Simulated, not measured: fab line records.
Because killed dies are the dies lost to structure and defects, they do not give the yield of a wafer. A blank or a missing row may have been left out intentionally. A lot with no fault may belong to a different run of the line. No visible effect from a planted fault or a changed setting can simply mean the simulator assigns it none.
Matching of chambers | flow nand-harc | pecvd-02 running NHARC_A_SLIT_DEP_25: 3 sister chambers
The step deposits SiO2, target thk 200 nm. 18 wafers are shown with their chamber, then 9 later ones without.

WAFERS PAIRED WITH THEIR CHAMBERS
wafer  | chamber | throttle-valve-pct (%) | heater-power-w (W)
L078.1 | 2       | 17.5                   | 335
L078.3 | 0       | 16.4                   | 628
L078.4 | 0       | 16.3                   | 457
L074.1 | 2       | 17.2                   | 418
L074.2 | 1       | 15.6                   | 501
L074.5 | 2       | 17.2                   | 439
L080.1 | 0       | 16.6                   | 585
L080.2 | 2       | 16.9                   | 385
L080.5 | 1       | 15.3                   | 448
L080.3 | 1       | 15.4                   | 428
L080.4 | 0       | 16.6                   | 604
L080.6 | 2       | 16.8                   | 395
L084.1 | 2       | 16.8                   | 374
L084.3 | 1       | 15.4                   | 394
L084.4 | 0       | 16.6                   | 563
L090.3 | 0       | 16.6                   | 579
L090.5 | 2       | 16.7                   | 368
L090.6 | 1       | 15.7                   | 485

SIGNATURES, as means of the wafers listed above
reading            | chamber 0 | chamber 1 | chamber 2 | scatter within a chamber
throttle-valve-pct | 16.517    | 15.480    | 17.014    | 0.217
heater-power-w     | 569.33    | 451.20    | 387.71    | 46.2
Rule: distance of a wafer from a chamber = root of the sum over the readings of ((wafer's reading minus chamber's mean) / reading's scatter) squared. The wafer belongs to the nearest chamber; if the next one is less than 2 further off, it can't be placed. The scatter: the root of (the sum of the squares of (reading less its chamber's mean) over the shown wafers, divided by (wafers less chambers)).

WAFERS WHOSE CHAMBER IS MISSING
wafer  | throttle-valve-pct (%) | heater-power-w (W)
L091.1 | 15.4                   | 386
L091.3 | 16.9                   | 607
L091.4 | 16.8                   | 358
L093.3 | 16.8                   | 337
L093.4 | 17.2                   | 581
L093.6 | 15.9                   | 396
L095.1 | 15.5                   | 468
L095.4 | 15.5                   | 467
L095.6 | 16.7                   | 391

WHICH CHAMBER EACH ONE RAN IN
wafer  | from the rows above     | in truth
L091.1 | 1                       | 1
L091.3 | 0                       | 0
L091.4 | 2                       | 2
L093.3 | 2                       | 2
L093.4 | can't be placed: 0 or 2 | 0
L093.6 | 1                       | 1
L095.1 | 1                       | 1
L095.4 | 1                       | 1
L095.6 | 2                       | 2
Correct placement for 8 of the 9. Not placeable from these rows: 1 (in 1, the candidates include the true chamber). Placed wrongly: 0.
